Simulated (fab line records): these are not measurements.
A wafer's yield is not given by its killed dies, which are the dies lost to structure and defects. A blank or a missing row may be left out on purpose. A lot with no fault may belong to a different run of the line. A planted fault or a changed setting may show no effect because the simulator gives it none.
fab line records	flow nand_harc
[record] lots = 6	wafers = 18	last_day = 23
route steps=1159 shown P_GATE@114 END@1159
lots that met no fault: from a run of the same line without faults
start_h: hours from the record's opening day to when the first of the lot's shown wafers began	wait_h: how many hours have passed since the lot's step before this one	" same as the row above	L1.1+2: one row covering several wafers at once	- no value present, or no start provided	* or withheld: withheld	< > ~ a bound
route shown NAME@n: names a module that has steps shown in the file, with the first one's number in the route	usual: mean/standard deviation taken from wafers without a fault	same: alike in all rows	chamber/n: place in a boat	sites: readings site by site	_std_site: standard deviation of those values	_edge_site: the outer-site mean with the inner-site mean subtracted	radius_mm: for every site, how far away it sits from the centre of the wafer	mask NAME#n: copy n	behind: the most recent tool/chamber to have shaped the wafer	hold: what put the lot on hold/how long, in hours/how the hold closed	device: transistor that didn't switch, given as n, p or np	end of line: the route-end tests of the same wafers	a step with no rows: only its recipe	killed: at the first sort, the dies lost to defects and structure; wafer yield is something else	map: a wafer's dies, marking killed ones x, the rest . and places with no die _
set.NAME: the setting as run; set.NAME@STEP: as run at that earlier step	model.NAME: the simulator's own value behind a step, which no gauge read
lots at selected steps of the route; one table per step, one row per wafer
services: the hour from which a tool's chamber was out of use, counted from the record's first day as start_h (under 0 if before that day), plus the number of hours and why
[[steps]]
[step NHARC_P_GATE_DEHYDRATE_03]
[recipe] temp_c = 150	time_s = 120
[step NHARC_P_GATE_HMDS_04]
[recipe] time_s = 30
[step NHARC_P_GATE_COAT_05]
[recipe] spin_rpm = 4690
[step NHARC_P_GATE_SOFTBAKE_06]
[recipe] temp_c = 122	time_s = 95
[step NHARC_P_GATE_EBR_07]
[step NHARC_P_GATE_EXPOSE_08]
[recipe] na = 0.6	dose_mj = 16.75	mask_id = P_HV
[step NHARC_P_GATE_PEB_09]
[recipe] peb_temp_c = 118	peb_time_s = 85
[step NHARC_P_GATE_DEVELOP_10]
[recipe] time_s = 70
[step NHARC_P_GATE_CD_MEAS_11]
[recipe] target_cd_nm = 1640	landing_energy_ev = 500
[usual] cd_nm = 1639.9/2.3
lot.wafer	tool	chamber	start_h	wait_h	cd_nm
L286.3	cd_sem-03	0	74.20	-	1639.1
L286.4	"	0	"	"	1640.9
L286.6	"	0	"	"	1641.3
L288.1	cd_sem-02	0	89.96	-	1641.5
L288.3	"	0	"	"	1637.2
L288.6	"	0	"	"	1640.5
L290.1	cd_sem-02	0	96.96	-	1640.6
L290.4	"	0	"	"	1644.0
L290.6	"	0	"	"	1639.3
L291.1	cd_sem-03	0	105.13	-	1639.7
L291.4	"	0	"	"	1640.1
L291.5	"	0	"	"	1638.7
L304.2	cd_sem-02	0	183.90	-	1641.9
L304.5	"	0	"	"	1637.8
L304.6	"	0	"	"	1639.4
L308.1	cd_sem-02	0	205.90	-	1640.9
L308.3	"	0	"	"	1642.9
L308.6	"	0	"	"	1641.9
[step NHARC_P_GATE_HARDBAKE_12]
[recipe] temp_c = 125	time_s = 80
[step NHARC_P_GATE_DESCUM_13]
[recipe] time_s = 3	o2_flow_sccm = 200	ar_flow_sccm = 0	bias_power_w = 0	chemistry = O2
[usual] drypump_motor_current_A = 5.9/0.39	oes_product_au = 0.994/0.013	rf_vpp_V = 57.7/0.97	showerhead_plenum_p_Torr = 1.89/0.093	throttle_valve_pct = 11.311/0.0093
lot.wafer	tool	chamber	start_h	wait_h	drypump_motor_current_A	oes_product_au	rf_hours_counter_h	rf_vpp_V	showerhead_plenum_p_Torr	throttle_valve_pct
L286.4	rie_diel-12	1	74.37	-	6.0	1.017	16	56.6	1.79	11.299
L286.3	"	3	"	"	5.5	0.987	16	59.3	2.00	11.294
L286.6	"	2	"	"	5.3	1.004	-	56.8	1.83	11.305
L288.3	rie_diel-03	3	90.13	-	6.6	0.974	11	57.5	1.87	11.311
L288.1	"	2	"	"	5.5	0.997	8	60.4	2.03	11.323
L288.6	"	0	"	"	5.9	0.988	-	58.0	1.91	11.305
L290.4	rie_diel-03	2	97.13	-	5.5	1.001	9	59.2	2.03	11.321
L290.1	"	0	"	"	5.9	0.991	12	59.8	1.91	11.293
L290.6	"	2	"	"	5.5	0.992	-	59.9	2.03	11.321
L291.4	rie_diel-03	2	105.30	-	5.5	0.979	10	58.6	2.03	11.311
L291.1	"	0	"	"	5.9	0.988	13	56.9	1.91	11.294
L291.5	"	1	"	"	6.0	0.982	-	58.4	1.80	11.303
L304.2	rie_diel-03	0	184.07	-	5.9	0.998	30	57.8	1.91	11.315
L304.6	"	3	"	"	6.6	0.977	-	57.7	1.87	11.306
L304.5	"	0	"	"	5.9	0.993	-	59.4	1.91	11.317
L308.1	rie_diel-03	0	206.09	-	5.9	0.995	33	56.7	1.91	11.310
L308.3	"	1	"	"	6.0	0.998	32	58.2	1.80	11.312
L308.6	"	2	"	"	5.6	0.986	-	57.4	2.02	11.299
[step NHARC_P_GATE_ETCH_14]
[recipe] target_depth_a = 488	chemistry = dHF	material = SiO2
[step NHARC_P_GATE_STRIP_15]
[recipe] time_s = 780	temp_c = 130	chemistry = SPM
[usual] bath_guard_temp_C = 130.1/0.59	bath_heat_duty_pct = 13.8/1.4
lot.wafer	tool	chamber	start_h	wait_h	bath_guard_temp_C	bath_heat_duty_pct
L286.6	wet_bench-01	7	74.55	0.0	130.2	16.6
L286.3	"	0	"	"	129.6	15.8
L286.4	"	2	"	"	130.0	15.9
L288.3	wet_bench-07	1	90.33	0.0	130.4	12.8
L288.1	"	3	"	"	131.0	10.7
L288.6	"	4	"	"	130.3	14.0
L290.1	wet_bench-01	7	97.31	0.0	-	-
L290.6	"	0	"	"	-	-
L290.4	"	2	"	"	-	-
L291.4	wet_bench-02	6	105.48	0.0	-	-
L291.1	"	1	"	"	-	-
L291.5	"	2	"	"	-	-
L304.2	wet_bench-07	6	184.25	0.0	130.0	12.6
L304.5	"	7	"	"	130.2	15.5
L304.6	"	2	"	"	130.8	10.0
L308.3	wet_bench-07	2	206.26	0.0	130.7	11.8
L308.1	"	3	"	"	130.6	11.2
L308.6	"	4	"	"	129.9	14.2
[step NHARC_P_GATE_PRECLEAN_71]
[recipe] time_s = *	temp_c = 50	bath_age_min = 0	chemistry = SC1
[step NHARC_END_SORT_01]
[recipe] temp_c = 25
[usual] killed_at_array = 25/10	killed_at_other = 0.6/0.91	killed_at_periphery = 3.6/2.9	killed_dies = 29/10	killed_open = 3.3/2	killed_short = 1.9/1.5
[same] gross_dies = 677
lot.wafer	tool	chamber	start_h	wait_h	killed_at_array	killed_at_other	killed_at_periphery	killed_dies	killed_open	killed_short
L290.1	prober-02	0	460.27	2.5	31	2	644	677	5	0
L290.4	prober-02	0	462.66	3.4	35	1	641	677	7	3
L290.6	prober-02	0	464.24	4.0	42	1	634	677	1	2
L288.1	prober-02	0	467.99	2.5	17	0	3	20	1	1
L288.3	prober-02	0	469.60	3.1	17	0	1	18	7	2
L288.6	prober-02	0	472.02	4.0	11	1	1	13	1	1
L291.1	prober-01	0	483.89	2.5	30	0	647	677	6	0
L291.4	prober-01	0	486.29	3.4	26	1	650	677	7	3
L291.5	prober-01	0	487.08	3.7	29	0	648	677	5	8
L304.2	prober-02	0	549.19	2.8	40	0	5	45	3	4
L304.5	prober-02	0	551.63	3.8	32	0	2	34	1	4
L304.6	prober-02	0	552.44	4.1	48	0	2	50	5	0
// killed by level:class
L290.1 P_GATE:area_strip=639 A_SLIT:chamber_film_flake=10 A_CONTACT:chamber_film_flake=9 A_CHANNEL_HOLE_D1:chamber_film_flake=5 A_M0:geometric_particle:open=3 P_M2:chamber_film_flake=3 A_CONTACT:geometric_particle:open=2 THIN_TSV:chamber_film_flake=2
L290.4 P_GATE:area_strip=639 A_CONTACT:chamber_film_flake=12 A_SLIT:chamber_film_flake=8 A_CONTACT:geometric_particle:open=5 A_CHANNEL_HOLE_D1:chamber_film_flake=5 A_ONON_D1:geometric_particle:open=2 P_CONTACT:geometric_particle:short=1 A_WL_FILL:geometric_particle:short=1
L290.6 P_GATE:area_strip=631 A_CHANNEL_HOLE_D1:chamber_film_flake=17 A_SLIT:chamber_film_flake=13 A_CONTACT:chamber_film_flake=10 P_M1:geometric_particle:short=1 A_WL_FILL:geometric_particle:short=1 STARTING-WAFER:geometric_particle:open=1 P_M2:chamber_film_flake=1
L288.1 A_SLIT:chamber_film_flake=12 P_STI:chamber_film_flake=2 A_CHANNEL_HOLE_D1:chamber_film_flake=2 P_GATE:geometric_particle:short=1 A_SOURCE_PLATE:geometric_particle:open=1 A_WL_FILL:chamber_film_flake=1 A_CONTACT:chamber_film_flake=1
L288.3 A_SLIT:chamber_film_flake=7 A_CONTACT:geometric_particle:open=3 A_WL_FILL:geometric_particle:short=2 A_BLC:geometric_particle:open=2 A_CONTACT:chamber_film_flake=2 P_M1:geometric_particle:open=1 A_CHANNEL_HOLE_D1:geometric_particle:open=1
L288.6 A_CONTACT:chamber_film_flake=4 A_CHANNEL_HOLE_D1:chamber_film_flake=2 A_SLIT:chamber_film_flake=2 A_WL_FILL:geometric_particle:short=1 A_M1:geometric_particle:open=1 P_STI:chamber_film_flake=1 A_STAIRCASE:chamber_film_flake=1 THIN_TSV:chamber_film_flake=1
L291.1 P_GATE:area_strip=646 A_SLIT:chamber_film_flake=11 A_CHANNEL_HOLE_D1:chamber_film_flake=5 A_STAIRCASE:chamber_film_flake=4 A_ONON_D1:geometric_particle:open=2 A_WL_FILL:chamber_film_flake=2 A_CONTACT:chamber_film_flake=2 A_CONTACT:geometric_particle:open=1
L291.4 P_GATE:area_strip=645 A_SLIT:chamber_film_flake=10 A_CONTACT:chamber_film_flake=3 A_CONTACT:geometric_particle:open=2 A_CONTACT:geometric_particle:short=2 P_BONDPAD:chamber_film_flake=2 A_CHANNEL_HOLE_D1:chamber_film_flake=2 P_M0:geometric_particle:open=1
L291.5 P_GATE:area_strip=643 A_SLIT:chamber_film_flake=11 A_WL_FILL:geometric_particle:short=3 A_M0:geometric_particle:short=2 A_M0:geometric_particle:open=2 P_STI:chamber_film_flake=2 A_STAIRCASE:chamber_film_flake=2 A_CONTACT:chamber_film_flake=2
L304.2 A_SLIT:chamber_film_flake=17 A_CHANNEL_HOLE_D1:chamber_film_flake=10 A_STAIRCASE:chamber_film_flake=7 P_CONTACT:geometric_particle:open=2 A_CHANNEL_FILL_D1:geometric_particle:short=2 P_ZERO_WELL:chamber_film_flake=2 A_CONTACT:chamber_film_flake=2 P_CONTACT:geometric_particle:short=1
L304.5 A_SLIT:chamber_film_flake=13 A_STAIRCASE:chamber_film_flake=6 A_CHANNEL_HOLE_D1:chamber_film_flake=6 A_CONTACT:chamber_film_flake=2 P_CONTACT:geometric_particle:open=1 A_ONON_D1:geometric_particle:short=1 A_CHANNEL_FILL_D1:geometric_particle:short=1 A_SGD_CUT:geometric_particle:short=1
L304.6 A_CHANNEL_HOLE_D1:chamber_film_flake=22 A_SLIT:chamber_film_flake=13 A_STAIRCASE:chamber_film_flake=9 P_CONTACT:geometric_particle:open=1 P_M0:geometric_particle:open=1 A_CONTACT:geometric_particle:open=1 A_BLC:geometric_particle:open=1 A_M1:geometric_particle:open=1
// map L290.1 (x killed, . not)
____________x____________
_________xxxxxxx_________
_______xxxxxxxxxxx_______
______xxxxxxxxxxxxx______
_____xxxxxxxxxxxxxxx_____
____xxxxxxxxxxxxxxxxx____
____xxxxxxxxxxxxxxxxx____
___xxxxxxxxxxxxxxxxxxx___
___xxxxxxxxxxxxxxxxxxx___
__xxxxxxxxxxxxxxxxxxxxx__
__xxxxxxxxxxxxxxxxxxxxx__
_xxxxxxxxxxxxxxxxxxxxxxx_
_xxxxxxxxxxxxxxxxxxxxxxx_
_xxxxxxxxxxxxxxxxxxxxxxx_
_xxxxxxxxxxxxxxxxxxxxxxx_
_xxxxxxxxxxxxxxxxxxxxxxx_
xxxxxxxxxxxxxxxxxxxxxxxxx
xxxxxxxxxxxxxxxxxxxxxxxxx
xxxxxxxxxxxxxxxxxxxxxxxxx
xxxxxxxxxxxxxxxxxxxxxxxxx
xxxxxxxxxxxxxxxxxxxxxxxxx
_xxxxxxxxxxxxxxxxxxxxxxx_
_xxxxxxxxxxxxxxxxxxxxxxx_
_xxxxxxxxxxxxxxxxxxxxxxx_
_xxxxxxxxxxxxxxxxxxxxxxx_
_xxxxxxxxxxxxxxxxxxxxxxx_
__xxxxxxxxxxxxxxxxxxxxx__
__xxxxxxxxxxxxxxxxxxxxx__
___xxxxxxxxxxxxxxxxxxx___
___xxxxxxxxxxxxxxxxxxx___
____xxxxxxxxxxxxxxxxx____
____xxxxxxxxxxxxxxxxx____
_____xxxxxxxxxxxxxxx_____
______xxxxxxxxxxxxx______
_______xxxxxxxxxxx_______
_________xxxxxxx_________
____________x____________
// map L291.1 (x killed, . not)
____________x____________
_________xxxxxxx_________
_______xxxxxxxxxxx_______
______xxxxxxxxxxxxx______
_____xxxxxxxxxxxxxxx_____
____xxxxxxxxxxxxxxxxx____
____xxxxxxxxxxxxxxxxx____
___xxxxxxxxxxxxxxxxxxx___
___xxxxxxxxxxxxxxxxxxx___
__xxxxxxxxxxxxxxxxxxxxx__
__xxxxxxxxxxxxxxxxxxxxx__
_xxxxxxxxxxxxxxxxxxxxxxx_
_xxxxxxxxxxxxxxxxxxxxxxx_
_xxxxxxxxxxxxxxxxxxxxxxx_
_xxxxxxxxxxxxxxxxxxxxxxx_
_xxxxxxxxxxxxxxxxxxxxxxx_
xxxxxxxxxxxxxxxxxxxxxxxxx
xxxxxxxxxxxxxxxxxxxxxxxxx
xxxxxxxxxxxxxxxxxxxxxxxxx
xxxxxxxxxxxxxxxxxxxxxxxxx
xxxxxxxxxxxxxxxxxxxxxxxxx
_xxxxxxxxxxxxxxxxxxxxxxx_
_xxxxxxxxxxxxxxxxxxxxxxx_
_xxxxxxxxxxxxxxxxxxxxxxx_
_xxxxxxxxxxxxxxxxxxxxxxx_
_xxxxxxxxxxxxxxxxxxxxxxx_
__xxxxxxxxxxxxxxxxxxxxx__
__xxxxxxxxxxxxxxxxxxxxx__
___xxxxxxxxxxxxxxxxxxx___
___xxxxxxxxxxxxxxxxxxx___
____xxxxxxxxxxxxxxxxx____
____xxxxxxxxxxxxxxxxx____
_____xxxxxxxxxxxxxxx_____
______xxxxxxxxxxxxx______
_______xxxxxxxxxxx_______
_________xxxxxxx_________
____________x____________
[[services]]
tool	chamber	start_h	hours	kind
rie_diel-03	2	61.29	9.3	repair
rie_diel-03	0	71.80	-	clean
rie_diel-03	1	71.80	-	clean
rie_diel-03	2	71.80	-	clean
rie_diel-03	3	71.80	-	clean
wet_bench-07	-	96.00	8.0	pm
rie_diel-03	0	96.32	-	clean
rie_diel-03	1	96.32	-	clean
rie_diel-03	2	96.32	-	clean
rie_diel-03	3	96.32	-	clean
rie_diel-03	0	120.82	-	clean
rie_diel-03	1	120.82	-	clean
rie_diel-03	2	120.82	-	clean
rie_diel-03	3	120.82	-	clean
rie_diel-03	0	145.48	-	clean
rie_diel-03	1	145.48	-	clean
rie_diel-03	2	145.48	-	clean
rie_diel-03	3	145.48	-	clean
rie_diel-03	3	148.73	7.9	repair
rie_diel-03	0	169.98	-	clean
rie_diel-03	1	169.98	-	clean
rie_diel-03	2	169.98	-	clean
wet_bench-02	-	180.19	8.0	pm
rie_diel-12	-	202.53	9.0	pm
[[key]]
[first_sign] step = NHARC_P_GATE_STRIP_15	reading = tool_record	direction = missing
[effect] step = NHARC_END_SORT_01	reading = killed_at_periphery	direction = up	sigmas = 99+	usual = 3.6	struck = 644
[more_kills_born_at] NHARC_P_GATE_STRIP_15@wet_bench-02 = 1934	NHARC_P_GATE_STRIP_15@wet_bench-01 = 1909
met_at NHARC_P_GATE_STRIP_15
struck_wafers L290.1,L290.4,L290.6,L291.1,L291.4,L291.5
later_rows_left_out L290.1,L290.4,L290.6,L291.1,L291.4,L291.5
tester_left_out L290,L291
onset_between 74.55 97.31
[fault] kind = skipped_step_whole	tool = wet_bench-01,wet_bench-02	chamber = -	onset_h = 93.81	steps = NHARC_P_GATE_STRIP_15	scope = struck_lots_only
// tester_left_out: of these lots the tester's yield and bins aren't shown, on N5 and GAA mostly nor the transistor test; their killed dies are dies lost to structure and defects alone, not to doping, threshold or leakage, so they don't give the yield
// later_rows_left_out: the simulator's readings of these wafers behind a module that went badly wrong aren't trusted and aren't shown, but for the sort
